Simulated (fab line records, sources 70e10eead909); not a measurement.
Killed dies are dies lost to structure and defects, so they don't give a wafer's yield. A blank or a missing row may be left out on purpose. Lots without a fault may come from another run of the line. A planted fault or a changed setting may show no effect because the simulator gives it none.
fab line records | flow nand_harc
record lots=12 wafers=36 last_day=33
route steps=1302 shown P_M1@316 P_M2@329 END@1302
lots that met no fault: from a run of the same line without faults
start_h: hours from the record's first day to the start of the lot's first wafer shown | wait_h: hours since the lot's step before | " the same as in the row above | L1.1+2: a row that stands for several wafers | - no value, or no start given | * or withheld: withheld | < > ~ a bound
route shown NAME@n: a module of which the file shows steps, and the number in the route of the first | usual: mean/standard deviation of fault-free wafers | same: alike in all rows | chamber/n: place in a boat | sites: the reading at each site | _std_site: their standard deviation | _edge_site: outer sites' mean less inner sites' | radius_mm: how far each site lies from the wafer's centre | mask NAME#n: copy n | behind: the tool/chamber that last shaped the wafer | hold: why the lot was held/for how many hours/how that ended | device: the transistor (n, p or np) that didn't switch | end of line: the same wafers' tests at the end of the route | a step without rows: its recipe alone | killed: dies lost to structure and defects at the first sort, not the wafer's yield | map: a wafer's dies, x killed, . not, _ none there
set.NAME: the setting as run; set.NAME@STEP: as run at that earlier step | model.NAME: the simulator's own value behind a step, which no gauge read
steps of the route over a sample of lots; a table a step, a row a wafer
services: from which hour (start_h, from the record's first day; less than 0 if before it) a tool's chamber was out of use, for how many hours, and why
## steps
# step NHARC_P_M1_PRE_CLEAN_32
# recipe time_s=12 temp_c=370 rf_power_w=300 gas=NH3
# usual heater_power_w=638/88
# columns lot.wafer tool chamber start_h wait_h heater_power_w
L448.3 pecvd-01 0 127.30 0.1 531
L448.5 " 2 " " 515
L448.6 " 1 " " 666
L450.1 pecvd-01 2 152.70 0.1 576
L450.3 " 0 " " 515
L450.6 " 1 " " 742
L451.1 pecvd-01 0 162.82 0.1 535
L451.5 " 2 " " 551
L451.6 " 0 " " 554
L453.2 pecvd-02 1 175.10 0.1 828
L453.3 " 0 " " 677
L453.5 " 1 " " 816
L459.1 pecvd-01 1 237.10 1.0 636
L459.4 " 1 " " 637
L459.6 " 0 " " 557
L465.1 pecvd-02 2 299.39 0.1 638
L465.6 " 1 " " 795
L465.4 " 2 " " 671
L466.3 pecvd-01 2 306.77 0.1 560
L466.2 " 0 " " 522
L466.5 " 1 " " 713
L467.1 pecvd-03 1 315.84 0.1 662
L467.5 " 0 " " 707
L467.4 " 1 " " 657
L468.1 pecvd-02 0 328.24 0.1 732
L468.3 " 2 " " 636
L468.5 " 2 " " 612
L469.2 pecvd-01 2 342.95 0.1 550
L469.5 " 2 " " 543
L469.4 " 0 " " 550
L470.1 pecvd-01 2 349.35 0.1 541
L470.5 " 1 " " 696
L470.4 " 0 " " 518
L471.2 pecvd-02 0 360.69 0.1 690
L471.3 " 1 " " 714
L471.6 " 2 " " 603
# step NHARC_P_M2_OVL_MEAS_10
# recipe pitch_nm=340
# usual overlay_x_nm=0.0/0.81 overlay_y_nm=0.1/0.9
# columns lot.wafer tool chamber start_h wait_h overlay_x_nm overlay_y_nm
L448.3 overlay-01 - 128.58 - 0.6 -0.2
L448.5 " - " " 0.4 0.2
L448.6 " - " " 0.8 -0.4
L450.1 overlay-01 - 153.97 - -1.1 0.8
L450.3 " - " " -1.2 0.8
L450.6 " - " " -1.2 1.1
L451.1 overlay-01 - 164.20 - 0.7 0.9
L451.5 " - " " 0.3 0.8
L451.6 " - " " 0.4 0.8
L453.2 overlay-02 - 176.43 - -1.8 0.0
L453.3 " - " " -1.4 0.5
L453.5 " - " " -1.3 0.4
L459.1 overlay-01 - 238.78 - 0.6 1.4
L459.4 " - " " 0.8 1.2
L459.6 " - " " -0.4 1.2
L465.1 overlay-02 - 300.79 - 0.7 0.4
L465.4 " - " " 0.8 0.6
L465.6 " - " " 1.1 1.2
L466.2 overlay-01 - 308.04 - 0.5 0.0
L466.3 " - " " 0.8 0.4
L466.5 " - " " 0.2 0.3
L467.1 overlay-01 - 317.22 - 1.2 1.0
L467.4 " - " " 0.9 0.8
L467.5 " - " " 0.3 1.4
L468.1 overlay-01 - 329.51 - 0.5 0.4
L468.3 " - " " 0.1 -0.1
L468.5 " - " " 0.5 -0.3
L469.2 overlay-02 - 344.37 - 0.2 -0.6
L469.4 " - " " 0.8 -0.7
L469.5 " - " " 0.2 -0.8
L470.1 overlay-01 - 350.75 - 0.4 1.1
L470.4 " - " " 0.4 1.4
L470.5 " - " " -0.4 0.9
L471.2 overlay-02 - 361.99 - -1.1 0.6
L471.3 " - " " -0.8 0.3
L471.6 " - " " -0.9 0.7
# step NHARC_P_M2_PVD_21
# recipe target_thk_a=300 chamber_pressure_pa=5 power_w=5000 substrate_temp_c=30 time_s=20.49 material=Cu
# usual cathode_dc_power_W=5000.0/0.91 throttle_valve_pct=30.2/1.3
# columns lot.wafer tool chamber start_h wait_h cathode_dc_power_W throttle_valve_pct
L448.3 pvd_sputter-03 - 129.92 - 4999.5 30.8
L448.6 " - " " 5001.6 30.6
L448.5 " - " " 5000.1 31.2
L450.3 pvd_sputter-02 - 155.32 - 5000.5 28.5
L450.1 " - " " 4999.3 30.5
L450.6 " - " " 5001.0 28.5
L451.1 pvd_sputter-03 - 167.61 - 5000.8 30.7
L451.5 " - " " 5000.2 31.1
L451.6 " - " " 4999.8 27.6
L453.2 pvd_sputter-01 - 177.86 - 4999.6 31.4
L453.3 " - " " 5000.6 31.1
L453.5 " - " " 5001.2 31.7
L459.1 pvd_sputter-02 - 240.17 - 4808.8 30.8
L459.4 " - " " 4999.5 28.5
L459.6 " - " " 4998.8 28.4
L465.1 pvd_sputter-03 - 302.14 - 5002.2 30.0
L465.4 " - " " 5000.1 27.8
L465.6 " - " " 4999.5 29.7
L466.3 pvd_sputter-02 - 309.39 - 4999.7 28.1
L466.2 " - " " 5000.7 31.2
L466.5 " - " " 4999.5 31.3
L467.1 pvd_sputter-01 - 318.56 - 4999.7 31.0
L467.4 " - " " 4999.5 32.5
L467.5 " - " " 5000.0 32.2
L468.1 pvd_sputter-03 - 330.90 - 5000.8 29.8
L468.3 " - " " 5000.3 30.1
L468.5 " - " " 5000.5 29.9
L469.2 pvd_sputter-03 - 345.72 - 5000.7 30.0
L469.4 " - " " 4998.8 30.0
L469.5 " - " " 4999.4 28.1
L470.1 pvd_sputter-01 - 352.12 - 4999.5 31.1
L470.4 " - " " 5000.3 32.2
L470.5 " - " " 4999.5 30.9
L471.2 pvd_sputter-01 - 363.35 - 4998.7 30.4
L471.3 " - " " 4998.0 31.8
L471.6 " - " " 5001.0 32.4
# step NHARC_P_M2_CMP_23
# recipe t_overpolish_s=20 target_thk_nm=144.3
# usual motor_current_A=12.3/0.88 retaining_ring_pressure_frac=1.000/0.0049 time_to_endpoint_s=28/3.4
# columns lot.wafer tool chamber start_h wait_h motor_current_A retaining_ring_pressure_frac time_to_endpoint_s
L448.3 cmp-02 3 130.80 - 12.9 0.988 27
L448.5 " 2 " " 11.7 0.998 29
L448.6 " 3 " " 12.7 0.999 24
L450.3 cmp-02 3 156.16 - 12.7 0.999 26
L450.1 " 2 " " 11.9 0.997 29
L450.6 " 3 " " 12.3 1.003 24
L451.1 cmp-02 2 168.80 - 12.2 0.994 28
L451.6 " 0 " " 11.7 1.005 27
L451.5 " 1 " " 12.7 1.001 30
L453.2 cmp-04 1 178.76 - 11.8 0.988 34
L453.3 " 2 " " 11.0 0.994 31
L453.5 " 0 " " 11.8 1.001 28
L459.1 cmp-01 3 241.06 - 11.4 1.007 33
L459.4 " 1 " " 12.8 1.003 33
L459.6 " 3 " " 11.5 0.998 31
L465.1 cmp-01 3 303.05 - 11.7 0.998 30
L465.4 " 0 " " 13.2 0.990 30
L465.6 " 2 " " 13.6 1.009 29
L466.3 cmp-02 0 310.24 - 11.6 1.005 28
L466.2 " 2 " " 11.6 0.996 26
L466.5 " 1 " " 12.9 1.005 31
L467.4 cmp-01 3 319.52 - 12.6 1.008 31
L467.1 " 2 " " 14.0 1.005 26
L467.5 " 3 " " 11.5 1.001 30
L468.3 cmp-01 2 331.77 - 13.6 0.998 23
L468.1 " 0 " " 13.3 1.001 24
L468.5 " 2 " " 13.6 1.004 23
L469.4 cmp-04 3 346.63 - 13.0 0.995 30
L469.2 " 0 " " 11.4 0.996 26
L469.5 " 1 " " 12.0 0.996 32
L470.1 cmp-02 3 352.97 - 12.4 1.011 23
L470.4 " 2 " " 11.4 0.995 31
L470.5 " 3 " " 11.9 1.013 23
L471.3 cmp-04 1 364.22 - 11.9 0.991 30
L471.2 " 3 " " 13.6 1.003 30
L471.6 " 0 " " 11.5 1.005 24
# step NHARC_END_SORT_01
# recipe temp_c=25
# usual defect_limited_yield=91.7/2.5 killed_at_array=52/18 killed_at_other=1.0/1.4 killed_at_periphery=3.1/2.3 killed_dies=56/17 killed_open=3.0/1.7 killed_short=2.5/1.7 sort_bin_2_pct=3.0/1.1 sort_bin_3_pct=0.6/0.36 sort_bin_4_pct=4.8/1.4 sort_n_pass=621/17 sort_rim_yield_pct=91/4.6 sort_yield_pct=91.7/2.5
# same gross_dies=677 sort_bin_5_pct[%]=0 sort_bin_6_pct[%]=0 sort_bin_7_pct[%]=0 sort_bin_8_pct[%]=0 sort_rim_n_gross=106.00
# columns lot.wafer tool chamber start_h wait_h defect_limited_yield[%] killed_at_array killed_at_other killed_at_periphery killed_dies killed_open killed_short sort_bin_2_pct[%] sort_bin_3_pct[%] sort_bin_4_pct[%] sort_n_pass sort_rim_yield_pct[%] sort_yield_pct[%]
L450.1 prober-02 0 567.69 2.5 86.0 93 0 2 95 8 2 4.7 1.2 8.1 582 83 86.0
L450.3 prober-02 0 569.28 3.1 88.3 78 0 1 79 0 1 5.0 1.0 5.6 598 99 88.3
L450.6 prober-02 0 571.66 4.0 86.0 93 0 2 95 1 3 4.7 1.9 7.4 582 90 86.0
L459.1 prober-02 0 676.93 2.5 94.8 28 6 1 35 3 0 1.8 0 3.4 642 95 94.8
L459.4 prober-02 0 679.35 3.4 95.4 27 3 1 31 2 4 2.1 0 2.5 646 97 95.4
L459.6 prober-02 0 680.96 4.0 95.9 19 5 4 28 3 5 1.0 0.3 2.8 649 97 95.9
L467.1 prober-02 0 738.40 2.5 92.3 44 2 6 52 4 1 2.2 0.4 5.0 625 94 92.3
L467.4 prober-02 0 740.83 3.4 93.2 36 1 9 46 1 3 1.8 0.6 4.4 631 86 93.2
L467.5 prober-02 0 741.64 3.7 93.6 31 2 10 43 2 0 2.4 0.6 3.4 634 88 93.6
L469.2 prober-02 0 773.30 2.8 91.9 52 1 2 55 2 3 2.7 1.2 4.3 622 92 91.9
L469.4 prober-02 0 774.90 3.4 91.3 59 0 0 59 0 2 3.1 0.4 5.2 618 93 91.3
L469.5 prober-02 0 775.70 3.7 91.3 56 0 3 59 6 4 3.7 0.1 4.9 618 91 91.3
# killed by level:class
L450.1 A_CHANNEL_HOLE_D2:chamber_film_flake=31 A_CHANNEL_HOLE_D1:chamber_film_flake=22 A_SLIT:chamber_film_flake=19 A_CONTACT:chamber_film_flake=5 A_STAIRCASE:chamber_film_flake=3 A_CHANNEL_FILL_D2:geometric_particle:open=2 A_M1:geometric_particle:open=2 A_WL_FILL:chamber_film_flake=2
L450.3 A_CHANNEL_HOLE_D1:chamber_film_flake=28 A_CHANNEL_HOLE_D2:chamber_film_flake=21 A_SLIT:chamber_film_flake=18 A_CONTACT:chamber_film_flake=3 A_CHANNEL_FILL_D1:chamber_film_flake=2 A_WL_FILL:chamber_film_flake=2 A_CONTACT:unspecified=2 A_CHANNEL_FILL_D1:geometric_particle:short=1
L450.6 A_CHANNEL_HOLE_D1:chamber_film_flake=31 A_CHANNEL_HOLE_D2:chamber_film_flake=25 A_SLIT:chamber_film_flake=19 A_WL_FILL:chamber_film_flake=4 A_STAIRCASE:chamber_film_flake=3 A_CONTACT:unspecified=3 A_CHANNEL_FILL_D1:geometric_particle:short=2 P_ZERO_WELL:chamber_film_flake=2
L459.1 A_CHANNEL_HOLE_D1:chamber_film_flake=8 A_CONTACT:chamber_film_flake=6 THIN_TSV:chamber_film_flake=6 A_CHANNEL_FILL_D2:chamber_film_flake=3 A_STAIRCASE:chamber_film_flake=3 A_M0:geometric_particle:open=2 A_SLIT:chamber_film_flake=2 A_WL_FILL:chamber_film_flake=2
L459.4 A_CHANNEL_HOLE_D1:chamber_film_flake=8 THIN_TSV:chamber_film_flake=3 A_CHANNEL_FILL_D2:geometric_particle:short=2 A_CHANNEL_HOLE_D2:chamber_film_flake=2 A_STAIRCASE:chamber_film_flake=2 A_SLIT:chamber_film_flake=2 A_CONTACT:chamber_film_flake=2 A_ONON_D1:geometric_particle:open=1
L459.6 A_CHANNEL_HOLE_D1:chamber_film_flake=5 THIN_TSV:chamber_film_flake=5 A_SLIT:chamber_film_flake=2 A_WL_FILL:chamber_film_flake=2 A_CONTACT:chamber_film_flake=2 P_GATE:geometric_particle:open=1 A_CHANNEL_HOLE_D1:geometric_particle:short=1 A_CHANNEL_FILL_D1:geometric_particle:short=1
L467.1 A_CHANNEL_HOLE_D1:chamber_film_flake=27 A_CONTACT:chamber_film_flake=7 P_M2:chamber_film_flake=3 A_DECK1_JOINT:geometric_particle:open=2 P_CONTACT:chamber_film_flake=2 A_SLIT:chamber_film_flake=2 THIN_TSV:chamber_film_flake=2 A_CHANNEL_FILL_D1:geometric_particle:short=1
L467.4 A_CHANNEL_HOLE_D1:chamber_film_flake=19 P_M2:chamber_film_flake=4 A_BONDPAD:chamber_film_flake=4 A_WL_FILL:geometric_particle:short=3 A_CONTACT:chamber_film_flake=3 P_ZERO_WELL:chamber_film_flake=2 P_CONTACT:chamber_film_flake=2 A_CHANNEL_HOLE_D2:chamber_film_flake=2
L467.5 A_CHANNEL_HOLE_D1:chamber_film_flake=21 P_CONTACT:chamber_film_flake=3 P_M2:chamber_film_flake=3 A_CONTACT:chamber_film_flake=3 P_ZERO_WELL:chamber_film_flake=2 A_CHANNEL_HOLE_D2:chamber_film_flake=2 A_WL_FILL:chamber_film_flake=2 P_M1:geometric_particle:open=1
L469.2 A_SLIT:chamber_film_flake=31 A_CONTACT:chamber_film_flake=10 A_STAIRCASE:chamber_film_flake=3 A_DECK1_JOINT:geometric_particle:short=1 A_CHANNEL_FILL_D2:geometric_particle:open=1 A_WL_FILL:geometric_particle:open=1 A_CONTACT:geometric_particle:short=1 A_M1:geometric_particle:short=1
L469.4 A_SLIT:chamber_film_flake=33 A_CONTACT:chamber_film_flake=18 A_STAIRCASE:chamber_film_flake=3 A_CHANNEL_FILL_D1:geometric_particle:short=1 A_M1:geometric_particle:short=1 A_DECK1_JOINT:chamber_film_flake=1 A_CHANNEL_FILL_D2:chamber_film_flake=1 A_WL_FILL:chamber_film_flake=1
L469.5 A_SLIT:chamber_film_flake=32 A_STAIRCASE:chamber_film_flake=5 A_CONTACT:chamber_film_flake=5 P_M0:geometric_particle:open=2 A_DECK1_JOINT:geometric_particle:open=2 A_CHANNEL_FILL_D2:chamber_film_flake=2 P_M2:geometric_particle:short=1 A_ONON_D1:geometric_particle:short=1
## services
# columns tool chamber start_h hours kind
pvd_sputter-02 - 104.00 10.0 pm
cmp-04 - 111.00 4.0 pm
cmp-01 - 122.60 25.9 repair
pecvd-01 - 130.00 13.0 pm
cmp-04 - 130.65 0.6 repair
cmp-02 - 136.20 4.0 pm
pvd_sputter-03 - 170.00 10.0 pm
pvd_sputter-03 - 181.17 3.3 repair
pvd_sputter-01 - 181.70 2.1 repair
cmp-01 - 185.59 4.0 pm
pvd_sputter-03 - 189.30 1.1 repair
pvd_sputter-01 - 226.00 10.0 pm
pecvd-02 - 227.38 13.0 pm
pecvd-01 2 232.66 9.9 repair
cmp-02 - 234.20 4.0 pm
pvd_sputter-01 - 242.06 1.9 repair
cmp-01 - 263.99 4.4 repair
cmp-02 - 276.75 0.6 repair
cmp-01 - 283.59 4.0 pm
pecvd-01 - 311.00 13.0 pm
pvd_sputter-03 - 315.22 2.5 repair
cmp-02 - 327.19 2.7 repair
cmp-02 - 332.20 4.0 pm
pecvd-02 - 354.37 0.7 repair
## key
first_sign step=NHARC_P_M2_PVD_21 reading=cathode_dc_power_W direction=down sigmas=99+ usual=* struck=*
effect none on later readings
met_at NHARC_P_M2_PVD_21
struck_lots L459
struck_wafers L459.1
not_acting_at NHARC_P_M1_PRE_CLEAN_32,NHARC_P_M2_OVL_MEAS_10,NHARC_P_M2_CMP_23
fault kind=process_parameter_drift tool=pvd_sputter-02 chamber=- onset_h=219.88 steps=NHARC_P_M2_PVD_21 channel=power_w offset=* shape=step end_h=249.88 acts_in=* stated=* scope=struck_wafers_only
